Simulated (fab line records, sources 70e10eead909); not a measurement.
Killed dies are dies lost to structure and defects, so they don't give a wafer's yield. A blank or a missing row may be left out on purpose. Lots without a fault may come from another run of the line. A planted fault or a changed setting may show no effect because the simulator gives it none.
Which tool did it? | flow nand_harc | 11 lots, 33 wafers sampled, at 6 steps of a route of 1302

WHAT THE GAUGES READ, wafer by wafer
NHARC_P_GATE_CD_MEAS_26: target cd 120 nm. Usual: cd_nm 119.7 nm, standard deviation 0.52.
lot  | measured     | on        | cd_nm (nm)        | flag
L279 | day 4 22:45  | cd_sem-03 | 119.2 119.6 119.4 |
L283 | day 6 20:32  | cd_sem-02 | 94.2 93.3 93.7    | OFF
L291 | day 10 07:20 | cd_sem-01 | 119.3 120.3 119.5 |
L292 | day 11 01:41 | cd_sem-01 | 120.6 120.8 120.6 |
L293 | day 11 01:23 | cd_sem-02 | 119.1 119.2 118.8 |
L294 | day 11 01:32 | cd_sem-03 | 119.2 119.3 118.9 |
L295 | day 11 11:23 | cd_sem-01 | 120.6 120.8 120.0 |
L296 | day 11 23:07 | cd_sem-02 | 119.3 119.6 119.6 |
L298 | day 13 03:53 | cd_sem-02 | 119.3 120.6 119.4 |
L301 | day 14 14:33 | cd_sem-01 | 119.8 119.5 119.9 |
L302 | day 14 13:52 | cd_sem-01 | 119.9 120.0 119.7 |

NHARC_P_GATE_INSPECT_28. Usual: raw_defect_count 5.4, standard deviation 2.6.
lot  | measured     | on                | raw_defect_count | flag
L279 | day 4 22:52  | defect_inspect-01 | 4 8 7            |
L283 | day 6 20:40  | defect_inspect-01 | 6 1 11           |
L291 | day 10 07:27 | defect_inspect-01 | 4 9 3            |
L292 | day 11 01:49 | defect_inspect-01 | 3 5 2            |
L293 | day 11 01:30 | defect_inspect-02 | 3 4 5            |
L294 | day 11 01:39 | defect_inspect-02 | 4 1 6            |
L295 | day 11 11:31 | defect_inspect-01 | 9 12 6           |
L296 | day 11 23:14 | defect_inspect-02 | 4 4 3            |
L298 | day 13 04:01 | defect_inspect-02 | 6 4 3            |
L301 | day 14 14:41 | defect_inspect-01 | 11 9 6           |
L302 | day 14 13:59 | defect_inspect-02 | 4 5 3            |

NHARC_END_SORT_01. Usual: killed_at_array 55, standard deviation 17; killed_at_other 1.1, standard deviation 1.4; killed_at_periphery 3.9, standard deviation 3; killed_dies 59, standard deviation 17; killed_open 3.5, standard deviation 2; killed_short 2.6, standard deviation 1.6.
lot  | measured     | on        | killed_at_array | killed_at_other | killed_at_periphery | killed_dies | killed_open | killed_short | flag
L283 | day 26 11:08 | prober-01 | 32 60 47        | 5 5 1           | 545 553 556         | 582 618 604 | 1 4 5       | 5 6 2        | OFF

WHICH TOOL RAN EACH LOT (tool, then ch and the chambers of the sampled wafers, then the start)
lot  | NHARC_P_STI_ETCH_31                           | NHARC_P_GATE_EXPOSE_23             | NHARC_P_GATE_HM_OPEN_105
L279 | rie_diel-05 ch 0,2,3, day 4 22:37 or earlier  | arfi_scanner-02 ch 0, day 4 22:37  | rie_diel-09 ch 0,2,3, no start
L283 | rie_diel-13 ch 1,2,3, day 6 20:23 or earlier  | arfi_scanner-03 ch 0, day 6 20:23  | rie_diel-06 ch 0,2,3, day 26 11:08 or earlier
L291 | rie_diel-05 ch 0,3, day 10 07:12 or earlier   | arfi_scanner-03 ch 0, day 10 07:12 | rie_diel-06 ch 1,2, no start
L292 | rie_diel-02 ch 0,1, day 11 01:32 or earlier   | arfi_scanner-03 ch 0, day 11 01:32 | rie_diel-09 ch 2,3, no start
L293 | rie_diel-02 ch 0,2,3, day 11 01:14 or earlier | arfi_scanner-03 ch 0, day 11 01:14 | rie_diel-07 ch 0,2, no start
L294 | rie_diel-13 ch 0,1,3, day 11 01:23 or earlier | arfi_scanner-02 ch 0, day 11 01:23 | rie_diel-06 ch 1,2,3, no start
L295 | rie_diel-02 ch 1,2, day 11 11:14 or earlier   | arfi_scanner-01 ch 0, day 11 11:14 | rie_diel-09 ch 2,3, no start
L296 | rie_diel-05 ch 0,3, day 11 22:59 or earlier   | arfi_scanner-03 ch 0, day 11 22:59 | rie_diel-09 ch 0,2, no start
L298 | rie_diel-13 ch 0,1,3, day 13 03:46 or earlier | arfi_scanner-01 ch 0, day 13 03:46 | rie_diel-09 ch 0,1,2, no start
L301 | rie_diel-13 ch 1,3, day 14 14:25 or earlier   | arfi_scanner-02 ch 0, day 14 14:25 | rie_diel-06 ch 1,3, no start
L302 | rie_diel-13 ch 0,1,3, day 14 13:44 or earlier | arfi_scanner-03 ch 0, day 14 13:44 | rie_diel-07 ch 0,2,3, no start
- NHARC_P_STI_ETCH_31: etches the open film in CF4/CHF3, target depth 108.9 nm, time 54.5 s.
- NHARC_P_GATE_EXPOSE_23: exposes mask P GATE, target cd 120 nm.
- NHARC_P_GATE_HM_OPEN_105: chemistry O2/COS, target depth 360 nm.

WHAT THE TOOLS THEMSELVES READ (means of the sampled wafers that have a number; where no wafer has one, the mark that the record gives instead)
NHARC_P_STI_ETCH_31. Usual: drypump_motor_current_A 5.7 A, standard deviation 0.5; oes_product_au 0.964 a.u., standard deviation 0.015; rf_vpp_V 370.7 V, standard deviation 2.5; showerhead_plenum_p_Torr 1.58 Torr, standard deviation 0.076; throttle_valve_pct 16.802 %, standard deviation 0.0091.
lot  | tool        | drypump_motor_current_A (A) | oes_product_au (a.u.) | rf_vpp_V (V) | showerhead_plenum_p_Torr (Torr) | throttle_valve_pct (%) | flag
L279 | rie_diel-05 | 6.0                         | 0.968                 | 370.1        | 1.56                            | 16.798                 |
L283 | rie_diel-13 | 5.8                         | 0.968                 | 371.5        | 1.61                            | 16.803                 |
L291 | rie_diel-05 | 5.8                         | 0.964                 | 371.3        | 1.56                            | 16.799                 |
L292 | rie_diel-02 | 5.4                         | 0.927                 | 369.0        | 1.50                            | 16.805                 |
L293 | rie_diel-02 | 5.4                         | 0.967                 | 370.0        | 1.53                            | 16.799                 |
L294 | rie_diel-13 | 5.7                         | 0.967                 | 371.9        | 1.62                            | 16.804                 |
L295 | rie_diel-02 | 5.7                         | 0.966                 | 369.1        | 1.52                            | 16.799                 |
L296 | rie_diel-05 | 5.8                         | 0.959                 | 370.1        | 1.56                            | 16.804                 |
L298 | rie_diel-13 | 5.7                         | 0.973                 | 372.6        | 1.62                            | 16.803                 |
L301 | rie_diel-13 | 6.0                         | 0.944                 | 371.4        | 1.60                            | 16.794                 |
L302 | rie_diel-13 | 5.7                         | 0.963                 | 372.0        | 1.62                            | 16.808                 |

NHARC_P_GATE_EXPOSE_23. Usual: exposure_dose_mJ_cm2 93.91, standard deviation 0.095.
lot  | tool            | exposure_dose_mJ_cm2 | flag
L279 | arfi_scanner-02 | 93.91                |
L283 | arfi_scanner-03 | 93.95                |
L291 | arfi_scanner-03 | 94.03                |
L292 | arfi_scanner-03 | 93.99                |
L293 | arfi_scanner-03 | 93.81                |
L294 | arfi_scanner-02 | 93.73                |
L295 | arfi_scanner-01 | 93.88                |
L296 | arfi_scanner-03 | 93.86                |
L298 | arfi_scanner-01 | 93.81                |
L301 | arfi_scanner-02 | 93.92                |
L302 | arfi_scanner-03 | 93.91                |

NHARC_P_GATE_HM_OPEN_105. Usual: drypump_motor_current_A 5.5 A, standard deviation 0.33; oes_product_au 1.002 a.u., standard deviation 0.0079; rf_vpp_V 467.3 V, standard deviation 2.8; showerhead_plenum_p_Torr 3.13 Torr, standard deviation 0.12; throttle_valve_pct 28.330 %, standard deviation 0.0095.
lot  | tool        | drypump_motor_current_A (A) | oes_product_au (a.u.) | rf_vpp_V (V) | showerhead_plenum_p_Torr (Torr) | throttle_valve_pct (%) | flag
L279 | rie_diel-09 | 5.6                         | 1.002                 | 466.3        | 3.11                            | 28.325                 |
L283 | rie_diel-06 | 5.5                         | 0.995                 | 468.6        | 3.18                            | 28.336                 |
L291 | rie_diel-06 | 5.4                         | 0.991                 | 464.7        | 3.04                            | 28.343                 |
L292 | rie_diel-09 | 5.5                         | 1.000                 | 466.2        | 3.06                            | 28.333                 |
L293 | rie_diel-07 | 5.4                         | 0.995                 | 465.1        | 3.03                            | 28.326                 |
L294 | rie_diel-06 | 5.4                         | 1.006                 | 466.4        | 3.11                            | 28.328                 |
L295 | rie_diel-09 | 5.6                         | 1.003                 | 465.1        | 3.00                            | 28.329                 |
L296 | rie_diel-09 | 5.4                         | 1.007                 | 467.9        | 3.16                            | 28.327                 |
L298 | rie_diel-09 | 5.2                         | 1.012                 | 468.7        | 3.19                            | 28.334                 |
L301 | rie_diel-06 | 5.4                         | 1.008                 | 468.7        | 3.17                            | 28.324                 |
L302 | rie_diel-07 | 5.6                         | 1.007                 | 466.7        | 3.10                            | 28.331                 |

THE ANSWER, worked out from the rows above alone
Rule: a lot is off if the mean of its wafers that have a number lies more than 3 standard deviations from the usual mean. A lot without any number at a reading at which 4 lots or more have one is off too. The other lots that the step has rows for count as sound. The gauges are gone through in route order, then the tools' own readings, and for those a lot's mean is taken as printed above. The first step at which some lot is off is used, and at that step the reading that is off furthest; a lot without a number counts as furthest.
Off: L283, at NHARC_P_GATE_CD_MEAS_26 (cd_nm).
A tool fits if, at a process step before that reading, it ran every lot that is off, and no sound lot after the first of them. The gauges at NHARC_P_GATE_CD_MEAS_26 aren't tried: what is off there is off at NHARC_END_SORT_01 too, on other tools, and a gauge's error can't cause that. NHARC_P_STI_ETCH_31 gives no start for some lots, so the hours and the order of its lots are those of NHARC_P_GATE_EXPOSE_23. None of those tried fits.

WHAT THE SIMULATOR HAD PUT IN
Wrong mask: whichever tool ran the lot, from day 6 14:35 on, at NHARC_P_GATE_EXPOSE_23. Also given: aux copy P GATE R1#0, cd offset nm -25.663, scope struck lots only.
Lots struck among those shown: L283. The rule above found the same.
